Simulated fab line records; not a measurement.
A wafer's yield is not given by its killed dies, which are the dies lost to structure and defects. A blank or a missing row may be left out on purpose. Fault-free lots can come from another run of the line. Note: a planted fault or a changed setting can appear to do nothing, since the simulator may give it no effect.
Comparing a struck lot with a sound one || flow nand_harc || 15 steps out of a route of 1302
Sound: these wafers, L773.1, L773.3, L773.5. The struck wafers were L791.1, L791.2, L791.4. Last of all comes the cause.
Each step with rows lists, per side, the tool, then ch with its chambers, then its first start. Under that, the readings that differ: sound wafers || struck wafers || difference of the means || sigmas: that difference in standard deviations of wafers without a fault.
alike: readings with means less than 2 such deviations apart, plus words and numbers identical on both sides. not compared: withheld readings, readings lacking a value on some wafer, bounds such as >300 that could conceal the same value, and numbers that have no deviation in the record and whose values overlap.
A row with sigmas, a row that says differs or no value, or rows on one side alone: a step with any of these is where the two part. Numbers that have no deviation but don't overlap get no sigmas and don't part them. Lack of a reading on every wafer of one side parts them only where that side has two or more wafers.

first, 1 step without rows for these wafers: NHARC_A_ONON_D1_DEP_06 (target thk 1000 nm).
NHARC_A_ONON_D1_THK_MEAS_08: measures by ellipsometry.
  struck on film_metro-01, day 16 17:30; sound on film_metro-02, day 9 10:47
{"reading": "thk_nm (nm)", "sound": "1015 1015 1015", "struck": "995 993 993", "difference": -21, "sigmas": -3}
then NHARC_A_ONON_D1_DEP_09 (target thk 1000 nm), 1 step lacking rows for these wafers.
NHARC_A_ONON_D1_THK_MEAS_11: measures by ellipsometry.
  struck on film_metro-01, day 16 18:04; sound on film_metro-02, day 9 11:22
  alike: thk_nm
then NHARC_A_ONON_D1_DEP_12 (target thk 1000 nm), 1 step lacking rows for these wafers.
NHARC_A_ONON_D1_THK_MEAS_14: measures by ellipsometry.
  struck on film_metro-01, day 16 18:38; sound on film_metro-02, day 9 11:55
{"reading": "thk_nm (nm)", "sound": "986 987 987", "struck": "1009 1007 1008", "difference": "+21", "sigmas": "+2"}
then, 2 steps without rows for these wafers: NHARC_A_ONON_D1_ANNEAL_15 (time 3600 s); NHARC_A_ONON_D1_DEP_16 (target thk 1000 nm).
NHARC_A_ONON_D1_THK_MEAS_18: measures by ellipsometry.
  struck on film_metro-01, day 17 03:02; sound on film_metro-02, day 9 19:41
  alike: thk_nm
then NHARC_A_ONON_D1_DEP_19 (target thk 1000 nm), 1 step lacking rows for these wafers.
NHARC_A_ONON_D1_THK_MEAS_21: measures by ellipsometry.
  struck on film_metro-01, day 17 03:35; sound on film_metro-02, day 9 20:15
  alike: thk_nm
NHARC_A_ONON_D1_DEP_22: target thk 1000 nm.
  sound on pecvd_onon-01 ch 0, day 9 20:19; struck on pecvd_onon-01 ch 0, day 17 03:39
  alike: susceptor_temp_C
NHARC_A_ONON_D1_THK_MEAS_24: measures by ellipsometry.
  struck on film_metro-02, day 17 04:10; sound on film_metro-02, day 9 20:49
{"reading": "thk_nm (nm)", "sound": "1006 1003 1004", "struck": "665 665 665", "difference": -339, "sigmas": -34}
then NHARC_A_ONON_D1_DEP_25 (target thk 1000 nm), 1 step lacking rows for these wafers.
-- record jumps: 17 days between struck wafers' starts before vs after; left off in module A_ONON_D1, resumes in module END, first step shown is number 1302 of the route --
NHARC_END_SORT_01:
  only the struck wafers appear in the record here, on prober-01 ch 0 at day 33 16:53; the sound ones have no rows

== WHERE THEY PART ==
Last at NHARC_END_SORT_01 as far as this record goes, first at NHARC_A_ONON_D1_THK_MEAS_08.

WHY: the cause the simulator had injected
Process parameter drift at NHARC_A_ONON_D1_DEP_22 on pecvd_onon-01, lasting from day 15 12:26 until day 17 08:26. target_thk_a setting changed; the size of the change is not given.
